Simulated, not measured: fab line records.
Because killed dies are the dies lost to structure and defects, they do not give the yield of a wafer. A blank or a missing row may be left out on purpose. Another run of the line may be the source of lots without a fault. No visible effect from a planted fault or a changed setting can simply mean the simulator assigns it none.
Chamber matching :: flow nand harc :: NHARC_A_SLIT_DEP_23 on pecvd-03 has 3 sister chambers
The step deposits SiON, target thk 100 nm. 3 wafers are shown with their chamber, then 8 later ones without.

== WAFERS, EACH WITH ITS CHAMBER ==
wafer: L092.4
chamber: 2
heater power w (W): 1002

wafer: L092.6
chamber: 1
heater power w (W): 724

wafer: L094.3
chamber: 0
heater power w (W): 714

== WAFERS MISSING THEIR CHAMBER ==
wafer: L094.4
heater power w (W): 713

wafer: L094.6
heater power w (W): 743

wafer: L095.1
heater power w (W): 667

wafer: L095.4
heater power w (W): 684

wafer: L095.5
heater power w (W): 1012

wafer: L097.3
heater power w (W): 656

wafer: L097.4
heater power w (W): 687

wafer: L097.6
heater power w (W): 983

== WHICH CHAMBER EACH ONE RAN IN ==
wafer: L094.4
from the rows above: can't be placed: 0 or 1
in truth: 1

wafer: L094.6
from the rows above: can't be placed: 1 or 0
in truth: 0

wafer: L095.1
from the rows above: can't be placed: 0 or 1
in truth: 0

wafer: L095.4
from the rows above: can't be placed: 0 or 1
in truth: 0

wafer: L095.5
from the rows above: 2
in truth: 2

wafer: L097.3
from the rows above: can't be placed: 0 or 1
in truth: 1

wafer: L097.4
from the rows above: can't be placed: 0 or 1
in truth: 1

wafer: L097.6
from the rows above: 2
in truth: 2
2 of 8 placed correctly. These rows do not allow placing 6 (true chamber among the candidates in 6). Number placed wrongly: 0.
How it was worked out, from the rows above alone: a wafer's distance from a chamber is the root of the sum, over the readings, of the square of ((its reading less the chamber's mean) divided by the reading's scatter). If the next closest chamber is less than 2 further off than the closest, the wafer can't be placed; otherwise it belongs to the closest. Each chamber's mean is taken over the wafers shown for it. The scatter (one wafer shown for each chamber): square how far every hidden wafer sits from the nearest shown wafer, average those squares and take the square root.
